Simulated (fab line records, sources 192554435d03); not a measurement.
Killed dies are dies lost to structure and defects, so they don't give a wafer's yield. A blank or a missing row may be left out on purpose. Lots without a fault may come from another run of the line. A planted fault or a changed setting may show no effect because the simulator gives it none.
fab line records | flow n5_finfet
record lots=7 wafers=21
route steps=1938 shown BEOL_M5@1120 BEOL_M7@1266 BEOL_M9@1405
start_h: hours from the record's first day to the start of the lot's first wafer shown | wait_h: hours since the lot's step before | " the same as in the row above | L1.1+2: a row that stands for several wafers | - no value, or no start given | * or withheld: withheld | < > ~ a bound
route shown NAME@n: a module of which the file shows steps, and the number in the route of the first | usual: mean/standard deviation of fault-free wafers | same: alike in all rows | chamber/n: place in a boat | sites: the reading at each site | _std_site: their standard deviation | _edge_site: outer sites' mean less inner sites' | radius_mm: how far each site lies from the wafer's centre | mask NAME#n: copy n | behind: the tool/chamber that last shaped the wafer | hold: why the lot was held/for how many hours/how that ended | device: the transistor (n, p or np) that didn't switch | end of line: the same wafers' tests at the end of the route | a step without rows: its recipe alone | killed: dies lost to structure and defects at the first sort, not the wafer's yield | map: a wafer's dies, x killed, . not, _ none there
set.NAME: the setting as run; set.NAME@STEP: as run at that earlier step | model.NAME: the simulator's own value behind a step, which no gauge read
lots whose settings were changed on purpose; a table a step, a row a wafer
## steps
# step N5_BEOL_M5_COAT_05
# recipe resist=CAR-EUV spin_rpm=1500 resist_thk_nm=30
# columns lot.wafer tool chamber start_h wait_h set.spin_rpm model.CAR-EUV_of_BEOL_M5_COAT_05.thk_nm
L078.1 litho_track-05 0 - - 1500 30
L078.2+5 " 0 " " 1446 30.6
L083.1+4+6 litho_track-05 0 - - 1500 30.2
L084.1+3+6 litho_track-05 0 - - 1608 29
L085.4 litho_track-02 0 - - 1500 30.2
L085.5+6 " 0 " " 1432 30.8
L093.1 litho_track-05 0 - - 1500 30
L093.4 " 0 " " 1586 29
L093.5 " 0 " " 1586 29.2
L094.1+3 litho_track-05 0 - - 1500 30
L094.2 " 0 " " 1389 31.2
L097.2 litho_track-01 0 - - 1500 29.8
L097.3 " 0 " " 1398 31
L097.4 " 0 " " 1500 30
# step N5_BEOL_M5_EBR_07
# recipe solvent=PGMEA ebr_width_mm=1.5
# step N5_BEOL_M5_SOFTBAKE_06
# recipe temp_c=110 time_s=60 resist=CAR-EUV
# step N5_BEOL_M5_EXPOSE_08
# recipe mask_id=M5 na=0.33 source_shape=annular sigma_inner=0.4 sigma_outer=0.8 polarization=unpolarized target_cd_nm=28 dose_mj=35.75
# step N5_BEOL_M5_PEB_09
# recipe peb_temp_c=100 peb_time_s=60 resist=CAR-EUV
# step N5_BEOL_M5_DEVELOP_10
# recipe develop_time_s=30 developer=TMAH resist=CAR-EUV rinse_liquid=surfactant_rinse dry=air_spin dev_temp_c=23
# columns lot.wafer tool chamber start_h wait_h set.spin_rpm@BEOL_M5_COAT_05 model.CAR-EUV_of_BEOL_M5_COAT_05.thk_nm
L078.1 litho_track-05 0 - - 1500 29.6
L078.2+5 " 0 " " 1446 30.2
L083.1 litho_track-02 0 - - 1500 29.6
L083.4+6 " 0 " " 1500 29.8
L084.1 litho_track-01 0 - - 1608 28.4
L084.3+6 " 0 " " 1608 28.6
L085.4 litho_track-05 0 - - 1500 29.8
L085.5+6 " 0 " " 1432 30.4
L093.1 litho_track-05 0 - - 1500 29.4
L093.4 " 0 " " 1586 28.6
L093.5 " 0 " " 1586 28.8
L094.1+3 litho_track-02 0 - - 1500 29.4
L094.2 " 0 " " 1389 30.6
L097.2+4 litho_track-01 0 - - 1500 29.4
L097.3 " 0 " " 1398 30.6
# step N5_BEOL_M5_STRIP_73
# recipe chemistry=N2/H2 temp_c=40 n2_flow_sccm=200 h2_flow_sccm=200 rf_frequency_hz=6e+07
# step N5_BEOL_M5_STRIP_64
# recipe chemistry=CF4 resist=SiARC power_w=300 bias_power_w=75 pressure_mtorr=50 cf4_flow_sccm=150 rf_frequency_hz=6e+07
# step N5_BEOL_M5_HM_OPEN_17
# recipe chemistry=Cl2/BCl3 target_depth_a=200 overetch_a=60 target=TiN mask_material=SOC ion_energy_ev=150 pressure_mtorr=10 icp_w=1000 bias_w=126 Cl2_flow_sccm=53.25 bcl3_flow_sccm=21.75 Ar_flow_sccm=25
# columns lot.wafer tool chamber start_h wait_h set.target_thk_a@BEOL_M5_HM_DEP_02 model.etch.depth_nm
L078.1 rie_metal-01 1 196.17 0.0 200 20
L078.2 " 0 " " 200 20.37
L078.5 " 0 " " 200 20.12
L083.1 rie_metal-03 1 225.72 0.0 200 20.16
L083.4 " 1 " " 200 20.49
L083.6 " 1 " " 200 20.47
L084.1 rie_metal-01 1 233.84 0.0 211.6 21
L084.3 " 0 " " 211.6 21.31
L084.6 " 0 " " 200 19.84
L085.4 rie_metal-03 1 240.27 0.1 200 20.22
L085.5 " 1 " " 200 19.87
L085.6 " 0 " " 200 20.04
L093.1 rie_metal-02 0 284.21 0.0 200 20.06
L093.4 " 1 " " 200 20.21
L093.5 " 1 " " 218.8 22.08
L094.1 rie_metal-03 1 289.15 0.0 200 19.91
L094.2 " 0 " " 200 20.03
L094.3 " 0 " " 200 20.11
L097.2 rie_metal-02 0 306.26 0.0 192.5 18.99
L097.3 " 1 " " 200 19.7
L097.4 " 0 " " 192.5 18.83
# step N5_BEOL_M5_STRIP_19
# recipe chemistry=O2 power_w=400 temp_c=40 pressure_mtorr=30 rf_frequency_hz=6e+07 bias_power_w=0 overash_fraction=0.2 o2_flow_sccm=225
# step N5_BEOL_M5_STRIP_85
# recipe chemistry=C4F6/O2 resist=SiARC rf_frequency_hz=6e+07
# step N5_BEOL_M5_STRIP_36
# recipe chemistry=N2/H2 power_w=450 temp_c=40 pressure_mtorr=20 rf_frequency_hz=6e+07 overash_fraction=0.3 bias_power_w=7 h2_frac=0.5 n2_flow_sccm=200 h2_flow_sccm=200
# step N5_BEOL_M5_TRENCH_ETCH_37
# recipe chemistry=C4F6/O2 target_depth_a=716.52 target=SiCOH_lowk time_s=24.7 ion_energy_ev=250 pressure_mtorr=30 source_w=345 bias_w=185 Ar_flow_sccm=300 C4F6_flow_sccm=10 O2_flow_sccm=10
# columns lot.wafer tool chamber start_h wait_h set.target_thk_a@BEOL_M5_HM_DEP_02 model.TiN_of_BEOL_M5_HM_DEP_02.thk_nm
L078.1+5 rie_diel-01 2 - - 200 18
L078.2 " 1 " " 200 18.2
L083.1 rie_diel-03 3 - - 200 18
L083.4+6 " 1 " " 200 18.4
L084.1 rie_diel-03 0 - - 211.6 19
L084.3 " 2 " " 211.6 19.2
L084.6 " 2 " " 200 17.8
L085.4 rie_diel-01 2 - - 200 18.2
L085.5 " 3 " " 200 17.8
L085.6 " 2 " " 200 18
L093.1 rie_diel-01 1 - - 200 18
L093.4 " 2 " " 200 18.2
L093.5 " 2 " " 218.8 20
L094.1 rie_diel-01 2 - - 200 17.8
L094.2+3 " 1,3 " " 200 18
L097.2 rie_diel-03 1 - - 192.5 17
L097.3 " 0 " " 200 17.6
L097.4 " 0 " " 192.5 16.8
# step N5_BEOL_M7_PECVD_70
# recipe material=SiO2 target_thk_a=200 temp_c=400 precursor=TEOS/O2 pressure_torr=5.5 rf_w=450 teos_flow_sccm=53.8 gas=O2 flow_sccm=3000 time_s=22.7
# columns lot.wafer tool chamber start_h wait_h set.temp_c model.SiO2_of_BEOL_M7_PECVD_70.thk_nm
L078.1 pecvd-01 0 211.43 0.0 414 17.8
L078.2 " 1 " " 400 20
L078.5 " 1 " " 400 20.2
L083.1 pecvd-01 0 244.50 0.0 400 20
L083.4+6 " 2,1 " " 400 20.4
L084.1 pecvd-04 0 253.00 0.0 400 19.6
L084.3 " 2 " " 385.7 21.8
L084.6 " 1 " " 400 20
L085.4+6 pecvd-02 2,1 256.57 0.1 393.8 20.6
L085.5 " 0 " " 400 20.2
L093.1 pecvd-04 1 302.50 0.0 395.4 20.4
L093.4 " 1 " " 400 20.2
L093.5 " 2 " " 400 20.4
L094.1 pecvd-01 0 306.93 0.0 400 20
L094.2+3 " 1,2 " " 400 20.2
L097.2+3 pecvd-01 2,1 325.24 0.0 400 20.2
L097.4 " 0 " " 400 20
# step N5_BEOL_M7_EXPOSE_25
# recipe mask_id=V6 na=0.33 source_shape=annular sigma_inner=0.4 sigma_outer=0.8 polarization=unpolarized target_cd_nm=40 dose_mj=42.5
# columns lot.wafer tool chamber start_h wait_h mask set.dose_mj
L078.1 euv_scanner-01 0 216.77 - V6#0 42.5
L078.2+5 " 0 " " V6#0 43.98
L083.1+4+6 euv_scanner-02 0 249.04 - V6#0 42.5
L084.1+3 euv_scanner-01 0 255.52 - V6#0 42.5
L084.6 " 0 " " V6#0 43.4
L085.4+5+6 euv_scanner-01 0 259.24 - V6#0 42.5
L093.1+4+5 euv_scanner-01 0 305.36 - V6#0 42.5
L094.1 euv_scanner-01 0 310.20 - V6#0 42.5
L094.2+3 " 0 " " V6#0 45.32
L097.2 euv_scanner-01 0 327.06 - V6#0 45.43
L097.3+4 " 0 " " V6#0 42.5
# step N5_BEOL_M7_PEB_26
# recipe peb_temp_c=100 peb_time_s=60 resist=CAR-EUV
# step N5_BEOL_M7_DEVELOP_27
# recipe develop_time_s=30 developer=TMAH resist=CAR-EUV rinse_liquid=surfactant_rinse dry=air_spin dev_temp_c=23
# step N5_BEOL_M7_CD_MEAS_28
# recipe target_cd_nm=40 landing_energy_ev=500 detector=se_inlens
# usual cd_nm=39.98/0.25
# columns lot.wafer tool chamber start_h wait_h set.dose_mj@BEOL_M7_EXPOSE_25 cd_nm
L078.1 cd_sem-03 0 216.90 - 42.5 39.65
L078.2 " 0 " " 43.98 40.48
L078.5 " 0 " " 43.98 40.68
L083.1 cd_sem-03 0 249.17 - 42.5 39.88
L083.4 " 0 " " 42.5 39.97
L083.6 " 0 " " 42.5 39.79
L084.1 cd_sem-03 0 255.66 - 42.5 40.02
L084.3 " 0 " " 42.5 40.18
L084.6 " 0 " " 43.4 40.00
L085.4 cd_sem-03 0 259.36 - 42.5 39.99
L085.5 " 0 " " 42.5 40.48
L085.6 " 0 " " 42.5 40.13
L093.1 cd_sem-01 0 305.49 - 42.5 40.13
L093.4 " 0 " " 42.5 39.99
L093.5 " 0 " " 42.5 39.99
L094.1 cd_sem-03 0 310.34 - 42.5 39.99
L094.2 " 0 " " 45.32 41.50
L094.3 " 0 " " 45.32 41.42
L097.2 cd_sem-01 0 327.19 - 45.43 41.65
L097.3 " 0 " " 42.5 40.17
L097.4 " 0 " " 42.5 40.10
# step N5_BEOL_M7_DESCUM_33
# recipe chemistry=O2 time_s=7 source_power_w=50 bias_power_w=20 pressure_mtorr=20 rf_frequency_hz=2.712e+07 temp_c=40 resist=CAR-EUV o2_flow_sccm=225
# columns lot.wafer tool chamber start_h wait_h set.dose_mj@BEOL_M7_EXPOSE_25 model.BEOL_M7.cd_nm
L078.1 rie_diel-01 3 217.03 0.0 42.5 39.8
L078.2+5 " 0,3 " " 43.98 40.6
L083.1 rie_diel-04 2 249.29 0.0 42.5 40.2
L083.4 " 0 " " 42.5 39.6
L083.6 " 2 " " 42.5 39.8
L084.1 rie_diel-01 3 255.78 0.0 42.5 39.6
L084.3 " 2 " " 42.5 40
L084.6 " 0 " " 43.4 40.4
L085.4+5 rie_diel-01 2,3 259.48 0.0 42.5 40
L085.6 " 2 " " 42.5 40.2
L093.1 rie_diel-01 1 305.62 0.0 42.5 40
L093.4+5 " 3 " " 42.5 39.8
L094.1 rie_diel-03 1 310.46 0.0 42.5 40.2
L094.2 " 0 " " 45.32 41.4
L094.3 " 3 " " 45.32 41.6
L097.2 rie_diel-04 1 327.45 0.2 45.43 41.4
L097.3 " 2 " " 42.5 40
L097.4 " 3 " " 42.5 40.2
# step N5_BEOL_M7_ETCH_72
# recipe chemistry=N2/H2 target=underlayer target_depth_a=65 mask_material=CAR-EUV time_s=5.2 ion_energy_ev=200 pressure_mtorr=30 source_w=840 bias_w=150 n2_flow_sccm=200 h2_flow_sccm=200 ends=cleared
# columns lot.wafer tool chamber start_h wait_h set.dose_mj@BEOL_M7_EXPOSE_25 model.BEOL_M7.cd_nm
L078.1 rie_diel-01 3 217.06 0.0 42.5 39.8
L078.2 " 0 " " 43.98 40.6
L078.5 " 3 " " 43.98 40.4
L083.1 rie_diel-04 2 249.33 0.0 42.5 40
L083.4 " 0 " " 42.5 39.4
L083.6 " 2 " " 42.5 39.8
L084.1 rie_diel-01 3 255.81 0.0 42.5 39.6
L084.3 " 2 " " 42.5 39.8
L084.6 " 0 " " 43.4 40.2
L085.4 rie_diel-01 2 259.51 0.0 42.5 40
L085.5 " 3 " " 42.5 39.8
L085.6 " 2 " " 42.5 40.2
L093.1+4+5 rie_diel-01 1,3,3 305.65 0.0 42.5 39.8
L094.1 rie_diel-03 1 310.49 0.0 42.5 40.2
L094.2 " 0 " " 45.32 41.4
L094.3 " 3 " " 45.32 41.6
L097.2 rie_diel-04 1 327.49 0.0 45.43 41.2
L097.3 " 2 " " 42.5 40
L097.4 " 3 " " 42.5 40.2
# step N5_BEOL_M7_ETCH_66
# recipe chemistry=N2/H2 target=SOC target_depth_a=800 overetch_a=160 mask_material=SiARC temp_c=40 time_s=120 ion_energy_ev=200 pressure_mtorr=30 source_w=840 bias_w=150 n2_flow_sccm=200 h2_flow_sccm=200
# usual rf_vpp_V=523.6/2.3
# columns lot.wafer tool chamber start_h wait_h set.bias_w set.dose_mj@BEOL_M7_EXPOSE_25 rf_vpp_V model.BEOL_M7.cd_nm
L078.1 rie_diel-01 3 217.11 0.0 150 42.5 520.1 39.6
L078.2 " 0 " " 162.7 43.98 553.2 40.4
L078.5 " 3 " " 150 43.98 521.3 40.2
L083.1 rie_diel-04 2 249.37 0.0 150 42.5 526.0 39.8
L083.4 " 0 " " 150 42.5 521.0 39.2
L083.6 " 2 " " 150 42.5 526.2 39.6
L084.1 rie_diel-01 3 255.86 0.0 150 42.5 519.6 39.6
L084.3 " 2 " " 150 42.5 522.9 40
L084.6 " 0 " " 150 43.4 525.3 40.2
L085.4 rie_diel-01 2 259.56 0.0 150 42.5 522.8 40
L085.5 " 3 " " 150 42.5 519.5 40
L085.6 " 2 " " 150 42.5 522.9 40.4
L093.1 rie_diel-01 1 305.70 0.0 150 42.5 524.4 39.8
L093.4 " 3 " " 140.8 42.5 499.5 39.8
L093.5 " 3 " " 150 42.5 521.4 39.8
L094.1 rie_diel-03 1 310.54 0.0 150 42.5 523.1 40
L094.2 " 0 " " 150 45.32 527.0 41.6
L094.3 " 3 " " 150 45.32 525.6 41.8
L097.2 rie_diel-04 1 327.53 0.0 133.9 45.43 485.7 41.4
L097.3 " 2 " " 150 42.5 526.5 39.8
L097.4 " 3 " " 150 42.5 523.1 40.2
# step N5_BEOL_M7_STRIP_69
# recipe chemistry=N2/H2 temp_c=40 n2_flow_sccm=200 h2_flow_sccm=200 rf_frequency_hz=6e+07
# step N5_BEOL_M7_STRIP_73
# recipe chemistry=N2/H2 temp_c=40 n2_flow_sccm=200 h2_flow_sccm=200 rf_frequency_hz=6e+07
# step N5_BEOL_M7_VIA_ETCH_34
# recipe chemistry=C4F6/O2 target=SiCOH_lowk target_depth_a=1255 mask_material=SOC taper_deg=4 time_s=50.5 ion_energy_ev=250 pressure_mtorr=30 source_w=345 bias_w=185 Ar_flow_sccm=300 C4F6_flow_sccm=10 O2_flow_sccm=10
# columns lot.wafer tool chamber start_h wait_h set.dose_mj@BEOL_M7_EXPOSE_25 model.BEOL_M7.cd_nm
L078.1 rie_diel-01 3 217.21 0.0 42.5 39.6
L078.2 " 0 " " 43.98 40.6
L078.5 " 3 " " 43.98 40.2
L083.1 rie_diel-04 2 249.47 0.0 42.5 39.8
L083.4 " 0 " " 42.5 39.2
L083.6 " 2 " " 42.5 39.6
L084.1 rie_diel-01 3 255.96 0.0 42.5 39.6
L084.3 " 2 " " 42.5 40
L084.6 " 0 " " 43.4 40.4
L085.4 rie_diel-01 2 259.66 0.0 42.5 40.2
L085.5 " 3 " " 42.5 40
L085.6 " 2 " " 42.5 40.4
L093.1+4+5 rie_diel-01 1,3,3 305.80 0.0 42.5 39.8
L094.1 rie_diel-03 1 310.64 0.0 42.5 39.8
L094.2 " 0 " " 45.32 41.6
L094.3 " 3 " " 45.32 41.8
L097.2 rie_diel-04 1 327.63 0.0 45.43 41.2
L097.3 " 2 " " 42.5 39.8
L097.4 " 3 " " 42.5 40.2
# step N5_BEOL_M9_HM_DEP_02
# recipe material=TiN target_thk_a=200 temp_c=25 chamber_pressure_pa=0.49996
# columns lot.wafer tool chamber start_h wait_h set.target_thk_a model.TiN_of_BEOL_M9_HM_DEP_02.thk_nm
L078.1+2 pvd_sputter-02 - 229.12 0.6 178.4 18.2
L078.5 " - " " 200 20.4
L083.1+4+6 pvd_sputter-02 - 260.37 1.0 200 20
L084.1 pvd_sputter-01 - 269.62 3.3 181.8 18.6
L084.3 " - " " 200 20.2
L084.6 " - " " 181.8 18.4
L085.4 pvd_sputter-02 - 273.25 0.6 173.4 17.4
L085.5 " - " " 200 19.8
L085.6 " - " " 173.4 17.2
L093.1 pvd_sputter-02 - 320.91 2.1 200 20
L093.4+5 " - " " 226.7 22.2
L094.1 pvd_sputter-03 - 325.16 0.4 184.2 18.4
L094.2 " - " " 200 19.8
L094.3 " - " " 184.2 18
L097.2+4 pvd_sputter-03 - 339.98 0.3 200 19.8
L097.3 " - " " 179.7 17.8
## key
split step=N5_BEOL_M5_COAT_05 setting=spin_rpm stated=1500 by=wafer
response step=N5_BEOL_M5_COAT_05 reading=model.CAR-EUV_of_BEOL_M5_COAT_05.thk_nm change=-0.158 per=1% r=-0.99
response step=N5_BEOL_M5_DEVELOP_10 reading=model.CAR-EUV_of_BEOL_M5_COAT_05.thk_nm change=-0.155 per=1% r=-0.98
split step=N5_BEOL_M7_PECVD_70 setting=temp_c stated=400 by=wafer
response step=N5_BEOL_M7_PECVD_70 reading=model.SiO2_of_BEOL_M7_PECVD_70.thk_nm change=-0.554 per=1% r=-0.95
split step=N5_BEOL_M7_EXPOSE_25 setting=dose_mj stated=42.5 by=wafer
response step=N5_BEOL_M7_CD_MEAS_28 reading=cd_nm change=+0.215 per=1% r=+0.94
response step=N5_BEOL_M7_DESCUM_33 reading=model.BEOL_M7.cd_nm change=+0.2 per=1% r=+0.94
response step=N5_BEOL_M7_ETCH_72 reading=model.BEOL_M7.cd_nm change=+0.182 per=1% r=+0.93
response step=N5_BEOL_M7_ETCH_66 reading=model.BEOL_M7.cd_nm change=+0.224 per=1% r=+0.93
response step=N5_BEOL_M7_VIA_ETCH_34 reading=model.BEOL_M7.cd_nm change=+0.231 per=1% r=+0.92
split step=N5_BEOL_M7_ETCH_66 setting=bias_w stated=150 by=wafer
response step=N5_BEOL_M7_ETCH_66 reading=rf_vpp_V change=+3.73 per=1% r=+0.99
split step=N5_BEOL_M9_HM_DEP_02 setting=target_thk_a stated=200 by=wafer
response step=N5_BEOL_M9_HM_DEP_02 reading=model.TiN_of_BEOL_M9_HM_DEP_02.thk_nm change=+0.187 per=1% r=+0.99
split outside_this_file step=N5_BEOL_M5_HM_DEP_02 setting=target_thk_a
# split outside_this_file: this setting was split too, and the file shows its column; the key of that split is in another file
